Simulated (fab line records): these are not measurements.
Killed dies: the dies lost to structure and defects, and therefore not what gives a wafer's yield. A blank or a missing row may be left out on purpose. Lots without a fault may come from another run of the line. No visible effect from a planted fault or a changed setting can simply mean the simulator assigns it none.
Split-lot trial    flow n5_finfet    route with 1938 steps; 7 lots, 21 wafers read

## THE SPLIT
At N5_BEOL_M5_COAT_05 (resist thk 30 nm), the setting spin_rpm was moved away from the recipe's 1500 rpm on 4 of the 21 wafers read, by -5.1% to +6.3%. This setting was run at the recipe's value on the other wafers.

## FROM THE SPLIT TO THE READING: what the file shows between them, 4 steps
- N5_BEOL_M5_EBR_07
- N5_BEOL_M5_SOFTBAKE_06: time 60 s
- N5_BEOL_M5_EXPOSE_08: exposes mask M5, target cd 28 nm
- N5_BEOL_M5_PEB_09: peb time 60 s

## THE READING
CAR-EUV_of_BEOL_M5_COAT_05.thk_nm (the simulator's own value, which no gauge read), in nm, at N5_BEOL_M5_DEVELOP_10 (develop time 30 s). There is no usual value for it anywhere in the file. The 17 wafers here that ran the recipe average 29.6 nm, standard deviation 0.094 nm.

wafer   tool, chamber at the split  spin_rpm as run, rpm  against the recipe  CAR-EUV_of_BEOL_M5_COAT_05.thk_nm, nm  against lot-mates on the recipe
L075.1  litho_track-05, 0           1500                  recipe              29.6                                   -
L075.2  litho_track-05, 0           1500                  recipe              29.6                                   -
L075.6  litho_track-05, 0           1500                  recipe              29.6                                   -
L083.1  litho_track-02, 0           1500                  recipe              29.6                                   -
L083.3  litho_track-02, 0           1500                  recipe              29.6                                   -
L083.5  litho_track-02, 0           1500                  recipe              29.6                                   -
L092.1  litho_track-01, 0           1585                  +5.7%               29                                     -0.8
L092.3  litho_track-01, 0           1500                  recipe              29.8                                   -
L092.4  litho_track-01, 0           1585                  +5.7%               28.8                                   -1.0
L091.1  litho_track-01, 0           1424                  -5.1%               30.4                                   +0.8
L091.2  litho_track-01, 0           1500                  recipe              29.6                                   -
L091.3  litho_track-01, 0           1500                  recipe              29.6                                   -
L095.3  litho_track-05, 0           1500                  recipe              29.6                                   -
L095.5  litho_track-05, 0           1500                  recipe              29.6                                   -
L095.4  litho_track-05, 0           1500                  recipe              29.4                                   -
L096.1  litho_track-02, 0           1500                  recipe              29.4                                   -
L096.4  litho_track-02, 0           1500                  recipe              29.6                                   -
L096.5  litho_track-02, 0           1500                  recipe              29.6                                   -
L097.1  litho_track-05, 0           1500                  recipe              29.4                                   -
L097.4  litho_track-05, 0           1500                  recipe              29.6                                   -
L097.6  litho_track-05, 0           1595                  +6.3%               28.6                                   -0.9

THE FIT
A straight line over all 21 wafers: CAR-EUV_of_BEOL_M5_COAT_05.thk_nm changes by -0.14 nm for each +1% of spin_rpm; r = -0.96; the points scatter about the line by 0.11 nm.
The same after taking each lot's own level away (the mean of its wafers on the recipe; 21 wafers): -0.154 nm for each +1%; r = -0.98; scatter 0.073 nm.
According to that fit, moving spin_rpm by its largest amount changes the reading by 0.97 nm.
Measured against the standard deviation above, the lots' own levels, which go from 29.50 to 29.80 nm, span 3.2 times it.
Hence the lot-to-lot level has little effect on the slope; both slopes agree.
Check: with one of the wafers moved furthest among these (+6.3%) left out of the fit, the line predicts -1 nm for it against its lot-mates. It came out at -0.9 nm against them.

## OTHER SPLITS ON THESE WAFERS
These wafers also went through other splits before the reading. Each is held against what the fit with the lots' levels taken away leaves over:
other split on the same wafers     wafers away from the commonest value  r with CAR-EUV_of_BEOL_M5_COAT_05.thk_nm (lot level and that fit taken away)
N5_BEOL_M4_COAT_62 spin_rpm        4                                     -0.02
N5_BEOL_M5_HM_DEP_02 target_thk_a  7                                     -0.13

## THE WHOLE CHAIN: every reading that the file lists as answering this split, in the file's order
step                   what it does       reading                                                                             change (the file's fit)                r (the file's)
N5_BEOL_M5_COAT_05     resist thk 30 nm   CAR-EUV_of_BEOL_M5_COAT_05.thk_nm (the simulator's own value, which no gauge read)  -0.141 nm for each +1% of the setting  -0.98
N5_BEOL_M5_DEVELOP_10  develop time 30 s  CAR-EUV_of_BEOL_M5_COAT_05.thk_nm (the simulator's own value, which no gauge read)  -0.152 nm for each +1% of the setting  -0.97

## FILE'S OWN FIT
CAR-EUV_of_BEOL_M5_COAT_05.thk_nm changes by -0.152 nm for each +1% of spin_rpm, r = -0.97.
